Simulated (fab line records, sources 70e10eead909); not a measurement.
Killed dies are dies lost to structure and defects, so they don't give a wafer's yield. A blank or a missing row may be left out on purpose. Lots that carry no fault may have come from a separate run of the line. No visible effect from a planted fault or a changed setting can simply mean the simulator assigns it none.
Commonality check across tools	flow nand_harc	3 lots, 9 wafers sampled

REASON IT WAS OPENED
On 3 of the 3 lots, a flag is raised at NHARC_END_SORT_01 on the reading killed_at_array. Wafers without a fault read 59, standard deviation 17.
Rule: a lot is flagged in two cases, either no wafer of it has a number, or all its wafers with numbers fall more than 4 standard deviations from that mean. The other lots count as sound.

lot	measured	on	killed_at_array, wafer by wafer	flag
L806	day 30 10:07	prober-01	674 675 674	FLAGGED
L808	day 31 14:05	prober-02	671 674 672	FLAGGED
L809	day 32 08:13	prober-01	674 675 673	FLAGGED
On average the flagged lots' numbers are 674, which is +615 against the usual, or +36 standard deviations.

WHICH TOOL EACH LOT WENT THROUGH
Before the reading, the record contains 4 process steps out of a 1302-step route. Each cell gives the tool, then ch followed by the chambers the sampled wafers passed through, then the start.
lot	flag	NHARC_A_WL_FILL_ETCHBACK_05	NHARC_A_WL_FILL_CMP_12	NHARC_A_CONTACT_DEP_28	NHARC_A_CONTACT_DEP_29
L806	FLAGGED	rie_metal-02 ch 0,1, day 26 13:18	cmp-01 ch 0,1, day 27 05:02	acl_dep-01 ch 0, day 27 10:57	pecvd-03 ch 0,1, day 27 13:46
L808	FLAGGED	rie_metal-02 ch 0,1, day 27 17:29	cmp-03 ch 1,2,3, day 28 09:21	acl_dep-03 ch 0, day 28 11:12	pecvd-03 ch 1,2, day 28 14:47
L809	FLAGGED	rie_metal-03 ch 0,1, day 27 17:48	cmp-02 ch 0,1,2, day 28 09:25	acl_dep-01 ch 0, day 28 10:33	pecvd-01 ch 0,1,2, day 28 14:53
What these steps do:
- NHARC_A_WL_FILL_ETCHBACK_05: etches the open film in Cl2/BCl3, target depth 22 nm, time 60 s.
- NHARC_A_WL_FILL_CMP_12: polishes, t overpolish 30 s, target thk 100 nm.
- NHARC_A_CONTACT_DEP_28: deposits aC, target thk 7000 nm.
- NHARC_A_CONTACT_DEP_29: deposits SiON, target thk 100 nm.
- NHARC_END_SORT_01

FLAGGED OVER TOTAL, TOOL BY TOOL (the gauges that took the reading come last)
step	tool	lots run	flagged	share of the flagged lots	sound lots run after its first flagged lot
NHARC_A_WL_FILL_ETCHBACK_05	rie_metal-02	2	2	some	0
NHARC_A_WL_FILL_ETCHBACK_05	rie_metal-03	1	1	some	0
NHARC_A_WL_FILL_CMP_12	cmp-01	1	1	some	0
NHARC_A_WL_FILL_CMP_12	cmp-02	1	1	some	0
NHARC_A_WL_FILL_CMP_12	cmp-03	1	1	some	0
NHARC_A_CONTACT_DEP_28	acl_dep-01	2	2	some	0
NHARC_A_CONTACT_DEP_28	acl_dep-03	1	1	some	0
NHARC_A_CONTACT_DEP_29	pecvd-01	1	1	some	0
NHARC_A_CONTACT_DEP_29	pecvd-03	2	2	some	0
NHARC_END_SORT_01	prober-01	2	2	some	0
NHARC_END_SORT_01	prober-02	1	1	some	0

WHAT IS ALLOWED BY THE TABLE
No row of the table ran every flagged lot.

WHAT THE SIMULATOR PUT IN
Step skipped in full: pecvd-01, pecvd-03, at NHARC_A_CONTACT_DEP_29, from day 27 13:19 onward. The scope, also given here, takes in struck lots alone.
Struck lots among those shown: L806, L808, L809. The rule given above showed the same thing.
